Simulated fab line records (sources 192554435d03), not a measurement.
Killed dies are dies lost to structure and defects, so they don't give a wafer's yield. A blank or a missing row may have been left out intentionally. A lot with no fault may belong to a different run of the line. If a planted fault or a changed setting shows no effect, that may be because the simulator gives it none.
Split-lot study / flow n5Finfet / route with 1938 steps; 7 lots, 39 wafers read

== ON THE SPLIT ==
At N5_MOL_CONTACT_COAG_SPUTTER_130 (material Co, target thk 47.5 nm), the setting targetThkA was moved away from the recipe's 475 angstrom on 18 of the 39 wafers read, by -14.3% to +14.3%. This setting was run at the recipe's value on the other wafers.

Reading taken at the split's own step.

== THE READING ==
Co_of_MOL_CONTACT_COAG_SPUTTER_130.thkNm (the simulator's own value, which no gauge read), in nm, at N5_MOL_CONTACT_COAG_SPUTTER_130 (material Co, target thk 47.5 nm). The file does not state a usual value for it. Across the 21 wafers here that went through the recipe, the average is 47.1 nm and the standard deviation 0.42 nm.

wafer=L077.1; tool, chamber at the split=pvdSputter-02, -; targetThkA as run, angstrom=537.2; against the recipe=+13.1%; Co_of_MOL_CONTACT_COAG_SPUTTER_130.thkNm, nm=52.6; against lot-mates on the recipe=+5.7
wafer=L077.2; tool, chamber at the split=pvdSputter-02, -; targetThkA as run, angstrom=537.2; against the recipe=+13.1%; Co_of_MOL_CONTACT_COAG_SPUTTER_130.thkNm, nm=52.6; against lot-mates on the recipe=+5.7
wafer=L077.3; tool, chamber at the split=pvdSputter-02, -; targetThkA as run, angstrom=475; against the recipe=recipe; Co_of_MOL_CONTACT_COAG_SPUTTER_130.thkNm, nm=46.6; against lot-mates on the recipe=-
wafer=L077.4; tool, chamber at the split=pvdSputter-02, -; targetThkA as run, angstrom=537.2; against the recipe=+13.1%; Co_of_MOL_CONTACT_COAG_SPUTTER_130.thkNm, nm=53.2; against lot-mates on the recipe=+6.3
wafer=L077.5; tool, chamber at the split=pvdSputter-02, -; targetThkA as run, angstrom=475; against the recipe=recipe; Co_of_MOL_CONTACT_COAG_SPUTTER_130.thkNm, nm=47; against lot-mates on the recipe=-
wafer=L077.6; tool, chamber at the split=pvdSputter-02, -; targetThkA as run, angstrom=475; against the recipe=recipe; Co_of_MOL_CONTACT_COAG_SPUTTER_130.thkNm, nm=47; against lot-mates on the recipe=-
wafer=L080.2; tool, chamber at the split=pvdSputter-02, -; targetThkA as run, angstrom=475; against the recipe=recipe; Co_of_MOL_CONTACT_COAG_SPUTTER_130.thkNm, nm=47.2; against lot-mates on the recipe=-
wafer=L080.3; tool, chamber at the split=pvdSputter-02, -; targetThkA as run, angstrom=475; against the recipe=recipe; Co_of_MOL_CONTACT_COAG_SPUTTER_130.thkNm, nm=47.8; against lot-mates on the recipe=-
wafer=L080.4; tool, chamber at the split=pvdSputter-02, -; targetThkA as run, angstrom=475; against the recipe=recipe; Co_of_MOL_CONTACT_COAG_SPUTTER_130.thkNm, nm=47.4; against lot-mates on the recipe=-
wafer=L088.1; tool, chamber at the split=pvdSputter-01, -; targetThkA as run, angstrom=475; against the recipe=recipe; Co_of_MOL_CONTACT_COAG_SPUTTER_130.thkNm, nm=47.6; against lot-mates on the recipe=-
wafer=L088.2; tool, chamber at the split=pvdSputter-01, -; targetThkA as run, angstrom=475; against the recipe=recipe; Co_of_MOL_CONTACT_COAG_SPUTTER_130.thkNm, nm=47.6; against lot-mates on the recipe=-
wafer=L088.3; tool, chamber at the split=pvdSputter-01, -; targetThkA as run, angstrom=475; against the recipe=recipe; Co_of_MOL_CONTACT_COAG_SPUTTER_130.thkNm, nm=47.4; against lot-mates on the recipe=-
wafer=L088.4; tool, chamber at the split=pvdSputter-01, -; targetThkA as run, angstrom=531.1; against the recipe=+11.8%; Co_of_MOL_CONTACT_COAG_SPUTTER_130.thkNm, nm=52.6; against lot-mates on the recipe=+5.1
wafer=L088.5; tool, chamber at the split=pvdSputter-01, -; targetThkA as run, angstrom=531.1; against the recipe=+11.8%; Co_of_MOL_CONTACT_COAG_SPUTTER_130.thkNm, nm=53.2; against lot-mates on the recipe=+5.7
wafer=L088.6; tool, chamber at the split=pvdSputter-01, -; targetThkA as run, angstrom=531.1; against the recipe=+11.8%; Co_of_MOL_CONTACT_COAG_SPUTTER_130.thkNm, nm=53; against lot-mates on the recipe=+5.5
wafer=L092.1; tool, chamber at the split=pvdSputter-01, -; targetThkA as run, angstrom=542.8; against the recipe=+14.3%; Co_of_MOL_CONTACT_COAG_SPUTTER_130.thkNm, nm=53.8; against lot-mates on the recipe=+6.6
wafer=L092.2; tool, chamber at the split=pvdSputter-01, -; targetThkA as run, angstrom=475; against the recipe=recipe; Co_of_MOL_CONTACT_COAG_SPUTTER_130.thkNm, nm=47.2; against lot-mates on the recipe=-
wafer=L092.3; tool, chamber at the split=pvdSputter-01, -; targetThkA as run, angstrom=475; against the recipe=recipe; Co_of_MOL_CONTACT_COAG_SPUTTER_130.thkNm, nm=47.2; against lot-mates on the recipe=-
wafer=L092.6; tool, chamber at the split=pvdSputter-01, -; targetThkA as run, angstrom=475; against the recipe=recipe; Co_of_MOL_CONTACT_COAG_SPUTTER_130.thkNm, nm=47.2; against lot-mates on the recipe=-
wafer=L092.4; tool, chamber at the split=pvdSputter-01, -; targetThkA as run, angstrom=542.8; against the recipe=+14.3%; Co_of_MOL_CONTACT_COAG_SPUTTER_130.thkNm, nm=54; against lot-mates on the recipe=+6.8
wafer=L092.5; tool, chamber at the split=pvdSputter-01, -; targetThkA as run, angstrom=542.8; against the recipe=+14.3%; Co_of_MOL_CONTACT_COAG_SPUTTER_130.thkNm, nm=54.2; against lot-mates on the recipe=+7.0
wafer=L093.1; tool, chamber at the split=pvdSputter-03, -; targetThkA as run, angstrom=475; against the recipe=recipe; Co_of_MOL_CONTACT_COAG_SPUTTER_130.thkNm, nm=46.6; against lot-mates on the recipe=-
wafer=L093.2; tool, chamber at the split=pvdSputter-03, -; targetThkA as run, angstrom=526.1; against the recipe=+10.8%; Co_of_MOL_CONTACT_COAG_SPUTTER_130.thkNm, nm=50.6; against lot-mates on the recipe=+4.3
wafer=L093.3; tool, chamber at the split=pvdSputter-03, -; targetThkA as run, angstrom=526.1; against the recipe=+10.8%; Co_of_MOL_CONTACT_COAG_SPUTTER_130.thkNm, nm=51.2; against lot-mates on the recipe=+4.9
wafer=L093.4; tool, chamber at the split=pvdSputter-03, -; targetThkA as run, angstrom=475; against the recipe=recipe; Co_of_MOL_CONTACT_COAG_SPUTTER_130.thkNm, nm=46; against lot-mates on the recipe=-
wafer=L093.5; tool, chamber at the split=pvdSputter-03, -; targetThkA as run, angstrom=475; against the recipe=recipe; Co_of_MOL_CONTACT_COAG_SPUTTER_130.thkNm, nm=46.4; against lot-mates on the recipe=-
wafer=L093.6; tool, chamber at the split=pvdSputter-03, -; targetThkA as run, angstrom=526.1; against the recipe=+10.8%; Co_of_MOL_CONTACT_COAG_SPUTTER_130.thkNm, nm=51.6; against lot-mates on the recipe=+5.3
wafer=L096.1; tool, chamber at the split=pvdSputter-01, -; targetThkA as run, angstrom=475; against the recipe=recipe; Co_of_MOL_CONTACT_COAG_SPUTTER_130.thkNm, nm=47.4; against lot-mates on the recipe=-
wafer=L096.3; tool, chamber at the split=pvdSputter-01, -; targetThkA as run, angstrom=475; against the recipe=recipe; Co_of_MOL_CONTACT_COAG_SPUTTER_130.thkNm, nm=47.4; against lot-mates on the recipe=-
wafer=L096.6; tool, chamber at the split=pvdSputter-01, -; targetThkA as run, angstrom=475; against the recipe=recipe; Co_of_MOL_CONTACT_COAG_SPUTTER_130.thkNm, nm=47.4; against lot-mates on the recipe=-
wafer=L096.2; tool, chamber at the split=pvdSputter-01, -; targetThkA as run, angstrom=504; against the recipe=+6.1%; Co_of_MOL_CONTACT_COAG_SPUTTER_130.thkNm, nm=50.4; against lot-mates on the recipe=+3.0
wafer=L096.4; tool, chamber at the split=pvdSputter-01, -; targetThkA as run, angstrom=504; against the recipe=+6.1%; Co_of_MOL_CONTACT_COAG_SPUTTER_130.thkNm, nm=50.6; against lot-mates on the recipe=+3.2
wafer=L096.5; tool, chamber at the split=pvdSputter-01, -; targetThkA as run, angstrom=504; against the recipe=+6.1%; Co_of_MOL_CONTACT_COAG_SPUTTER_130.thkNm, nm=50.6; against lot-mates on the recipe=+3.2
wafer=L097.1; tool, chamber at the split=pvdSputter-01, -; targetThkA as run, angstrom=407.1; against the recipe=-14.3%; Co_of_MOL_CONTACT_COAG_SPUTTER_130.thkNm, nm=40.6; against lot-mates on the recipe=-6.5
wafer=L097.5; tool, chamber at the split=pvdSputter-01, -; targetThkA as run, angstrom=407.1; against the recipe=-14.3%; Co_of_MOL_CONTACT_COAG_SPUTTER_130.thkNm, nm=40.6; against lot-mates on the recipe=-6.5
wafer=L097.2; tool, chamber at the split=pvdSputter-01, -; targetThkA as run, angstrom=407.1; against the recipe=-14.3%; Co_of_MOL_CONTACT_COAG_SPUTTER_130.thkNm, nm=40.2; against lot-mates on the recipe=-6.9
wafer=L097.3; tool, chamber at the split=pvdSputter-01, -; targetThkA as run, angstrom=475; against the recipe=recipe; Co_of_MOL_CONTACT_COAG_SPUTTER_130.thkNm, nm=47.2; against lot-mates on the recipe=-
wafer=L097.4; tool, chamber at the split=pvdSputter-01, -; targetThkA as run, angstrom=475; against the recipe=recipe; Co_of_MOL_CONTACT_COAG_SPUTTER_130.thkNm, nm=47.2; against lot-mates on the recipe=-
wafer=L097.6; tool, chamber at the split=pvdSputter-01, -; targetThkA as run, angstrom=475; against the recipe=recipe; Co_of_MOL_CONTACT_COAG_SPUTTER_130.thkNm, nm=47; against lot-mates on the recipe=-

FIT RESULTS
A straight line over all 39 wafers: Co_of_MOL_CONTACT_COAG_SPUTTER_130.thkNm changes by +0.459 nm for each +1% of targetThkA; r = +0.99; the points scatter about the line by 0.51 nm.
The same after taking each lot's own level away (the mean of its wafers on the recipe; 39 wafers): +0.464 nm for each +1%; r = +1.00; scatter 0.25 nm.
According to that fit, moving targetThkA by its largest amount changes the reading by 6.6 nm.
The lots' own levels span 46.33 to 47.53 nm, that is 2.9 times the standard deviation above.
Hence the lot-to-lot level has little effect on the slope; both slopes agree.
Check: with one of the wafers moved furthest among these (-14.3%) left out of the fit, the line predicts -6.65 nm for it against its lot-mates. It came out at -6.53 nm against them.

== FILE'S OWN FIT ==
Co_of_MOL_CONTACT_COAG_SPUTTER_130.thkNm changes by +0.464 nm for each +1% of targetThkA, r = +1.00.
